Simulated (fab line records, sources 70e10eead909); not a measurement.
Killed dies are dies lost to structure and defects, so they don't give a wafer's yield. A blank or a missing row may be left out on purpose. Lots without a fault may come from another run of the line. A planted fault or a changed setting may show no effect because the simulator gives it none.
fab line records | flow nand_harc
record lots=5 wafers=13 last_day=33
route steps=1302 shown P_GATE@175 END@1302
lots that met no fault: from a run of the same line without faults
start_h: hours from the record's first day to the start of the lot's first wafer shown | wait_h: hours since the lot's step before | " the same as in the row above | L1.1+2: a row that stands for several wafers | - no value, or no start given | * or withheld: withheld | < > ~ a bound
route shown NAME@n: a module of which the file shows steps, and the number in the route of the first | usual: mean/standard deviation of fault-free wafers | same: alike in all rows | chamber/n: place in a boat | sites: the reading at each site | _std_site: their standard deviation | _edge_site: outer sites' mean less inner sites' | radius_mm: how far each site lies from the wafer's centre | mask NAME#n: copy n | behind: the tool/chamber that last shaped the wafer | hold: why the lot was held/for how many hours/how that ended | device: the transistor (n, p or np) that didn't switch | end of line: the same wafers' tests at the end of the route | a step without rows: its recipe alone | killed: dies lost to structure and defects at the first sort, not the wafer's yield | map: a wafer's dies, x killed, . not, _ none there
set.NAME: the setting as run; set.NAME@STEP: as run at that earlier step | model.NAME: the simulator's own value behind a step, which no gauge read
lots at some steps of the route; a table a step, a row a wafer
services: from which hour (start_h, from the record's first day; less than 0 if before it) a tool's chamber was out of use, for how many hours, and why
## steps
# step NHARC_P_GATE_STRIP_75
# recipe power_w=1500 temp_c=250 chemistry=O2
# usual drypump_motor_current_A=5.6/0.68 heater_power_w=303/23
# columns lot.wafer tool chamber start_h wait_h drypump_motor_current_A heater_power_w rf_hours_counter_h
L805.2 plasma_asher-01 0 152.52 0.3 5.3 288 33
L805.4 " 0 " " 5.3 281 -
L805.5 " 0 " " 5.3 280 -
L811.1 plasma_asher-01 1 208.06 0.2 4.7 344 6
L811.4 " 0 " " 5.3 272 -
L811.6 " 0 " " 5.3 280 -
L818.5 plasma_asher-02 1 284.66 0.1 6.3 294 -
L822.3 plasma_asher-02 1 317.54 0.2 6.3 286 -
L822.5 " 1 " " 6.3 285 -
L822.6 " 0 " " 6.2 323 -
L824.2 plasma_asher-01 0 336.32 0.2 5.3 278 32
L824.1 " 1 " " 4.7 329 32
L824.6 " 0 " " 5.3 279 -
# step NHARC_P_GATE_STRIP_50
# recipe time_s=900 temp_c=130 chemistry=SPM
# step NHARC_P_GATE_DEHYDRATE_51
# recipe temp_c=150 time_s=120
# step NHARC_P_GATE_HMDS_52
# recipe time_s=30
# step NHARC_P_GATE_COAT_53
# recipe spin_rpm=3000
# step NHARC_P_GATE_SOFTBAKE_54
# recipe temp_c=122 time_s=95
# step NHARC_P_GATE_EBR_55
# step NHARC_P_GATE_EXPOSE_56
# recipe na=0.6 target_cd_nm=720 dose_mj=14.81 mask_id=P_PSD
# step NHARC_P_GATE_PEB_57
# recipe peb_temp_c=118 peb_time_s=85
# step NHARC_P_GATE_DEVELOP_58
# recipe time_s=70
# step NHARC_P_GATE_CD_MEAS_59
# recipe target_cd_nm=720 landing_energy_ev=500
# usual cd_nm=719.6/2.5
# columns lot.wafer tool chamber start_h wait_h cd_nm
L805.2 cd_sem-03 0 153.32 - 720.3
L805.4 " 0 " " 718.5
L805.5 " 0 " " 718.0
L811.1 cd_sem-02 0 209.03 - 714.7
L811.4 " 0 " " 721.9
L811.6 " 0 " " 720.5
L818.5 cd_sem-02 0 285.55 - 718.3
L822.3 cd_sem-03 0 318.44 - 720.5
L822.5 " 0 " " 720.3
L822.6 " 0 " " 723.8
L824.1 cd_sem-01 0 337.12 - 721.0
L824.2 " 0 " " 720.8
L824.6 " 0 " " 719.6
# step NHARC_P_GATE_HARDBAKE_60
# recipe temp_c=125 time_s=80
# step NHARC_P_GATE_DESCUM_61
# recipe time_s=3 o2_flow_sccm=200 ar_flow_sccm=0 bias_power_w=0 chemistry=O2
# usual drypump_motor_current_A=6.0/0.46 oes_product_au=0.999/0.012 rf_vpp_V=57.7/0.89 run_length_s=23.81/0.28 showerhead_plenum_p_Torr=1.90/0.081 throttle_valve_pct=11.310/0.0087
# columns lot.wafer tool chamber start_h wait_h drypump_motor_current_A oes_product_au rf_hours_counter_h rf_vpp_V run_length_s showerhead_plenum_p_Torr throttle_valve_pct
L805.4 rie_diel-08 3 153.50 - 5.6 0.987 4 57.0 23.54 1.81 11.300
L805.2 " 0 " " 6.1 1.019 4 57.4 23.65 2.02 11.297
L805.5 " 2 " " 5.2 1.006 - 58.2 23.35 1.93 11.302
L811.4 rie_diel-13 1 209.19 - 6.0 1.011 2 58.9 23.70 2.04 11.310
L811.1 " 2 " " 5.9 1.004 3 58.8 23.51 1.86 11.310
L811.6 " 2 " " 5.9 1.006 - 57.7 23.61 1.86 11.320
L818.5 rie_diel-13 2 285.75 - 5.9 1.015 - 58.3 22.58 1.86 11.304
L822.3 rie_diel-06 2 318.60 - 6.7 1.006 0 57.9 24.54 1.85 11.300
L822.6 " 2 " " 6.7 1.003 - 57.2 23.87 1.85 11.316
L822.5 " 3 " " 6.6 1.004 - 57.6 23.42 1.92 11.312
L824.1 rie_diel-08 3 337.28 - 5.6 0.991 10 57.4 23.57 1.81 11.319
L824.2 " 0 " " 6.1 1.004 9 57.8 23.82 2.02 11.305
L824.6 " 3 " " 5.6 0.998 - 57.9 23.36 1.81 11.313
# step NHARC_P_GATE_IMPLANT_62
# recipe energy_kev=20 dose_cm2=3e+15 tilt_deg=7
# step NHARC_END_SORT_01
# recipe temp_c=25
# usual killed_at_array=58/22 killed_at_other=1.0/1.3 killed_at_periphery=5/3.4 killed_dies=64/22 killed_open=3.6/1.8 killed_short=2.4/1.7
# same gross_dies=677
# columns lot.wafer tool chamber start_h wait_h killed_at_array killed_at_other killed_at_periphery killed_dies killed_open killed_short
L805.2 prober-01 0 594.45 2.8 32 2 8 42 3 3
L805.4 prober-01 0 596.06 3.4 34 1 10 45 7 1
L805.5 prober-01 0 596.86 3.7 34 2 6 42 1 4
L811.1 prober-02 0 657.56 2.5 52 0 2 54 5 1
L811.4 prober-02 0 659.96 3.4 44 0 2 46 0 0
L811.6 prober-02 0 661.56 4.0 44 0 6 50 5 4
L818.5 prober-02 0 726.63 3.7 80 0 8 88 8 0
L822.3 prober-02 0 773.45 3.1 23 0 6 29 2 3
L822.5 prober-02 0 775.04 3.7 23 0 9 32 4 0
L822.6 prober-02 0 775.84 4.0 29 0 3 32 5 4
L824.1 prober-02 0 787.61 2.5 48 0 2 50 1 1
L824.2 prober-02 0 788.41 2.8 55 0 2 57 3 3
L824.6 prober-02 0 791.62 4.0 50 0 2 52 5 2
# killed by level:class
L805.2 A_CHANNEL_HOLE_D2:chamber_film_flake=9 A_CHANNEL_HOLE_D1:chamber_film_flake=8 A_STAIRCASE:chamber_film_flake=5 P_GATE:chamber_film_flake=4 A_DECK1_JOINT:chamber_film_flake=3 P_CONTACT:chamber_film_flake=2 THIN_TSV:chamber_film_flake=2 P_CONTACT:geometric_particle:open=1
L805.4 A_CHANNEL_HOLE_D2:chamber_film_flake=11 A_STAIRCASE:chamber_film_flake=9 P_GATE:chamber_film_flake=4 P_CONTACT:geometric_particle:open=2 A_DECK1_JOINT:geometric_particle:open=2 A_WL_FILL:geometric_particle:open=2 P_CONTACT:chamber_film_flake=2 A_CHANNEL_HOLE_D1:chamber_film_flake=2
L805.5 A_STAIRCASE:chamber_film_flake=8 A_CHANNEL_HOLE_D1:chamber_film_flake=7 A_CHANNEL_HOLE_D2:chamber_film_flake=6 P_GATE:chamber_film_flake=3 P_CONTACT:chamber_film_flake=3 A_DECK1_JOINT:chamber_film_flake=2 A_SLIT:chamber_film_flake=2 A_CONTACT:chamber_film_flake=2
L811.1 A_SLIT:chamber_film_flake=37 A_CONTACT:geometric_particle:open=2 P_GATE:chamber_film_flake=2 A_CHANNEL_HOLE_D1:chamber_film_flake=2 A_CHANNEL_HOLE_D2:chamber_film_flake=2 A_CONTACT:chamber_film_flake=2 A_CHANNEL_HOLE_D1:geometric_particle:open=1 A_BLC:geometric_particle:short=1
L811.4 A_SLIT:chamber_film_flake=35 A_CHANNEL_HOLE_D1:chamber_film_flake=6 P_STI:chamber_film_flake=2 A_CONTACT:chamber_film_flake=2 A_DECK1_JOINT:chamber_film_flake=1
L811.6 A_SLIT:chamber_film_flake=31 A_CHANNEL_HOLE_D1:chamber_film_flake=3 A_CONTACT:chamber_film_flake=3 A_CHANNEL_FILL_D1:geometric_particle:short=2 P_GATE:chamber_film_flake=2 P_CONTACT:geometric_particle:open=1 P_M0:geometric_particle:open=1 P_M1:geometric_particle:open=1
L818.5 A_CHANNEL_HOLE_D1:chamber_film_flake=32 A_CHANNEL_HOLE_D2:chamber_film_flake=26 A_CONTACT:chamber_film_flake=6 P_CONTACT:chamber_film_flake=4 A_DECK1_JOINT:chamber_film_flake=3 A_STAIRCASE:chamber_film_flake=3 A_DECK1_JOINT:geometric_particle:open=2 A_CHANNEL_FILL_D2:geometric_particle:open=2
L822.3 A_SLIT:chamber_film_flake=6 P_GATE:chamber_film_flake=4 A_CHANNEL_HOLE_D1:chamber_film_flake=4 A_STAIRCASE:chamber_film_flake=3 A_M1:chamber_film_flake=3 A_CHANNEL_FILL_D2:geometric_particle:short=2 P_GATE:geometric_particle:open=1 P_M1:geometric_particle:open=1
L822.5 A_SLIT:chamber_film_flake=9 P_GATE:chamber_film_flake=6 A_STAIRCASE:chamber_film_flake=4 A_CHANNEL_HOLE_D1:unspecified=3 A_DECK1_JOINT:chamber_film_flake=2 P_CONTACT:geometric_particle:open=1 P_M0:geometric_particle:open=1 P_M2:geometric_particle:open=1
L822.6 A_SLIT:chamber_film_flake=7 A_CONTACT:chamber_film_flake=7 P_GATE:chamber_film_flake=3 A_DECK1_JOINT:geometric_particle:open=2 A_ONON_D2:geometric_particle:open=2 A_CHANNEL_HOLE_D2:chamber_film_flake=2 A_ONON_D2:geometric_particle:short=1 A_CHANNEL_FILL_D2:geometric_particle:short=1
L824.1 A_CHANNEL_HOLE_D1:chamber_film_flake=24 A_SLIT:chamber_film_flake=11 A_CONTACT:chamber_film_flake=6 A_STAIRCASE:chamber_film_flake=2 A_WL_FILL:chamber_film_flake=2 P_STI:geometric_particle:short=1 A_ONON_D1:geometric_particle:open=1 P_ZERO_WELL:chamber_film_flake=1
L824.2 A_CHANNEL_HOLE_D1:chamber_film_flake=31 A_SLIT:chamber_film_flake=8 A_CONTACT:chamber_film_flake=6 A_STAIRCASE:chamber_film_flake=3 P_ZERO_WELL:geometric_particle:open=1 A_DECK1_JOINT:geometric_particle:short=1 A_CHANNEL_FILL_D2:geometric_particle:short=1 A_SGD_CUT:geometric_particle:open=1
L824.6 A_CHANNEL_HOLE_D1:chamber_film_flake=20 A_SLIT:chamber_film_flake=11 A_CONTACT:chamber_film_flake=5 A_DECK1_JOINT:chamber_film_flake=3 A_CHANNEL_HOLE_D2:chamber_film_flake=2 A_STAIRCASE:chamber_film_flake=2 P_M0:geometric_particle:open=1 P_M2:geometric_particle:short=1
## services
# columns tool chamber start_h hours kind
rie_diel-06 - 130.20 9.0 pm
rie_diel-08 0 145.30 - clean
rie_diel-08 1 145.30 - clean
rie_diel-08 2 145.30 - clean
rie_diel-08 3 145.30 - clean
rie_diel-13 2 156.02 1.6 repair
plasma_asher-01 - 158.53 9.1 repair
rie_diel-08 2 162.08 6.1 repair
rie_diel-13 - 165.04 9.0 pm
rie_diel-08 3 171.72 10.4 repair
plasma_asher-01 0 176.60 - clean
plasma_asher-01 1 176.60 - clean
rie_diel-13 3 184.78 24.1 repair
rie_diel-08 3 185.72 15.0 repair
rie_diel-08 - 190.80 9.0 pm
plasma_asher-01 - 199.96 2.1 repair
rie_diel-06 0 203.88 3.9 repair
rie_diel-06 - 228.42 2.5 repair
plasma_asher-02 - 249.87 9.0 pm
rie_diel-13 1 256.32 3.7 repair
plasma_asher-01 - 279.63 2.8 repair
rie_diel-06 3 295.90 8.2 repair
rie_diel-06 - 307.20 9.0 pm
plasma_asher-01 - 315.16 2.2 repair
## key
first_sign step=NHARC_P_GATE_DESCUM_61 reading=run_length_s direction=down sigmas=4.4 usual=* struck=*
effect none on later readings
met_at NHARC_P_GATE_DESCUM_61
struck_wafers L818.5
tester_left_out L818
onset_between 209.19 285.75
fault kind=process_parameter_drift tool=rie_diel-13 chamber=- onset_h=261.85 steps=NHARC_P_GATE_DESCUM_61 channel=time_s offset=* shape=step end_h=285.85 acts_in=* stated=*
# tester_left_out: of these lots the tester's yield and bins aren't shown, on N5 and GAA mostly nor the transistor test; their killed dies are dies lost to structure and defects alone, not to doping, threshold or leakage, so they don't give the yield
